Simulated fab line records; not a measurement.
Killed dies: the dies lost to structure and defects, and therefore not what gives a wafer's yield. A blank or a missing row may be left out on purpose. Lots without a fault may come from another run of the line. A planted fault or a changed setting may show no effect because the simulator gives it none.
Chamber matching / flow n5Finfet / N5_PASSIVATION_VIA_ETCH_13 on rieDiel-03 has 4 sister chambers
The step etches SiO2 in CHF3/O2, target depth 660 nm, time 330 s. 16 wafers are shown with their chamber, then 8 later ones without.

== WAFERS, EACH WITH ITS CHAMBER ==
wafer=L075.3; chamber=1; drypumpMotorCurrentA (A)=5.9; showerheadPlenumPTorr (Torr)=2.38; rfVppV (V)=529
wafer=L075.4; chamber=2; drypumpMotorCurrentA (A)=5.3; showerheadPlenumPTorr (Torr)=2.45; rfVppV (V)=533
wafer=L075.6; chamber=1; drypumpMotorCurrentA (A)=5.9; showerheadPlenumPTorr (Torr)=2.38; rfVppV (V)=529
wafer=L077.2; chamber=0; drypumpMotorCurrentA (A)=5.5; showerheadPlenumPTorr (Torr)=2.46; rfVppV (V)=528
wafer=L077.4; chamber=3; drypumpMotorCurrentA (A)=6.6; showerheadPlenumPTorr (Torr)=2.32; rfVppV (V)=526
wafer=L077.6; chamber=0; drypumpMotorCurrentA (A)=5.6; showerheadPlenumPTorr (Torr)=2.46; rfVppV (V)=527
wafer=L080.3; chamber=0; drypumpMotorCurrentA (A)=5.5; showerheadPlenumPTorr (Torr)=2.46; rfVppV (V)=526
wafer=L080.4; chamber=2; drypumpMotorCurrentA (A)=5.2; showerheadPlenumPTorr (Torr)=2.44; rfVppV (V)=534
wafer=L080.5; chamber=0; drypumpMotorCurrentA (A)=5.5; showerheadPlenumPTorr (Torr)=2.46; rfVppV (V)=528
wafer=L084.4; chamber=0; drypumpMotorCurrentA (A)=5.5; showerheadPlenumPTorr (Torr)=2.46; rfVppV (V)=527
wafer=L084.5; chamber=0; drypumpMotorCurrentA (A)=5.5; showerheadPlenumPTorr (Torr)=2.46; rfVppV (V)=530
wafer=L084.6; chamber=3; drypumpMotorCurrentA (A)=6.6; showerheadPlenumPTorr (Torr)=2.32; rfVppV (V)=525
wafer=L090.1; chamber=3; drypumpMotorCurrentA (A)=6.6; showerheadPlenumPTorr (Torr)=2.31; rfVppV (V)=524
wafer=L090.3; chamber=2; drypumpMotorCurrentA (A)=5.3; showerheadPlenumPTorr (Torr)=2.44; rfVppV (V)=533
wafer=L090.4; chamber=0; drypumpMotorCurrentA (A)=5.5; showerheadPlenumPTorr (Torr)=2.45; rfVppV (V)=527
wafer=L091.2; chamber=1; drypumpMotorCurrentA (A)=5.9; showerheadPlenumPTorr (Torr)=2.38; rfVppV (V)=528

SIGNATURES (means of the wafers above)
reading=drypumpMotorCurrentA; chamber 0=5.514; chamber 1=5.900; chamber 2=5.267; chamber 3=6.600; scatter within a chamber=0.0356
reading=showerheadPlenumPTorr; chamber 0=2.4586; chamber 1=2.3800; chamber 2=2.4433; chamber 3=2.3167; scatter within a chamber=0.00427
reading=rfVppV; chamber 0=527.57; chamber 1=528.67; chamber 2=533.33; chamber 3=525.00; scatter within a chamber=1.04
Rule: for each reading, subtract the chamber's mean from the wafer's reading, divide by that reading's scatter and square the result; add these up over the readings and take the root, which gives the wafer's distance from the chamber. The wafer belongs to the nearest chamber; if the next one is less than 2 further off, it can't be placed. The scatter is the square root of a quotient: the sum, over the shown wafers, of each reading's squared deviation from its chamber's mean, divided by wafers minus chambers.

== WAFERS WITHOUT THEIR CHAMBER ==
wafer=L091.3; drypumpMotorCurrentA (A)=5.6; showerheadPlenumPTorr (Torr)=2.45; rfVppV (V)=529
wafer=L091.6; drypumpMotorCurrentA (A)=5.6; showerheadPlenumPTorr (Torr)=2.45; rfVppV (V)=528
wafer=L093.1; drypumpMotorCurrentA (A)=6.6; showerheadPlenumPTorr (Torr)=2.31; rfVppV (V)=526
wafer=L093.3; drypumpMotorCurrentA (A)=5.5; showerheadPlenumPTorr (Torr)=2.45; rfVppV (V)=528
wafer=L093.5; drypumpMotorCurrentA (A)=5.9; showerheadPlenumPTorr (Torr)=2.37; rfVppV (V)=529
wafer=L095.2; drypumpMotorCurrentA (A)=6.6; showerheadPlenumPTorr (Torr)=2.31; rfVppV (V)=526
wafer=L095.4; drypumpMotorCurrentA (A)=6.6; showerheadPlenumPTorr (Torr)=2.31; rfVppV (V)=526
wafer=L095.6; drypumpMotorCurrentA (A)=5.9; showerheadPlenumPTorr (Torr)=2.37; rfVppV (V)=527

== WHICH CHAMBER EACH ONE RAN IN ==
wafer=L091.3; from the rows above=0; in truth=0
wafer=L091.6; from the rows above=0; in truth=0
wafer=L093.1; from the rows above=3; in truth=3
wafer=L093.3; from the rows above=0; in truth=0
wafer=L093.5; from the rows above=1; in truth=1
wafer=L095.2; from the rows above=3; in truth=3
wafer=L095.4; from the rows above=3; in truth=3
wafer=L095.6; from the rows above=1; in truth=1
Correctly placed: 8 of 8. Number that these rows cannot place: 0. 0 placed wrongly.
